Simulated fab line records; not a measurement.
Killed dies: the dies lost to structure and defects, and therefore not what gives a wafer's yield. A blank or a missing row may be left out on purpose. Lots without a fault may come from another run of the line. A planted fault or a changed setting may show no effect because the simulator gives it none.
Chamber matching | flow nand-harc | 4 sister chambers for NHARC_P_M2_STRIP_18 on rie-diel-05
The step strips in N2/H2. 4 wafers are shown with their chamber, then 8 later ones without.

EACH WAFER AND ITS CHAMBER
wafer  | chamber | drypump-motor-current-A (A)
L640.6 | 3       | 5.8
L642.2 | 0       | 5.8
L642.3 | 2       | 5.3
L643.1 | 1       | 6.1

WAFERS WHOSE CHAMBER IS MISSING
wafer  | drypump-motor-current-A (A)
L643.2 | 5.8
L643.3 | 5.3
L644.1 | 5.8
L644.2 | 6.1
L644.6 | 5.8
L657.2 | 6.2
L657.3 | 5.8
L657.5 | 5.3

CHAMBER TAKEN BY EACH
wafer  | from the rows above     | in truth
L643.2 | can't be placed: 0 or 3 | 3
L643.3 | 2                       | 2
L644.1 | can't be placed: 0 or 3 | 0
L644.2 | 1                       | 1
L644.6 | can't be placed: 0 or 3 | 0
L657.2 | 1                       | 1
L657.3 | can't be placed: 0 or 3 | 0
L657.5 | 2                       | 2
4 of 8 placed correctly. Cannot be placed on the basis of these rows: 4; the candidates contain the true chamber in 4. 0 placed wrongly.
How it was worked out, from the rows above alone: a wafer's distance from a chamber is the root of the sum, over the readings, of the square of ((its reading less the chamber's mean) divided by the reading's scatter). The wafer belongs to the nearest chamber; if the next one is less than 2 further off, it can't be placed. The mean given for a chamber averages the wafers shown for that chamber. The scatter (one wafer shown for each chamber): square how far every hidden wafer sits from the nearest shown wafer, average those squares and take the square root.
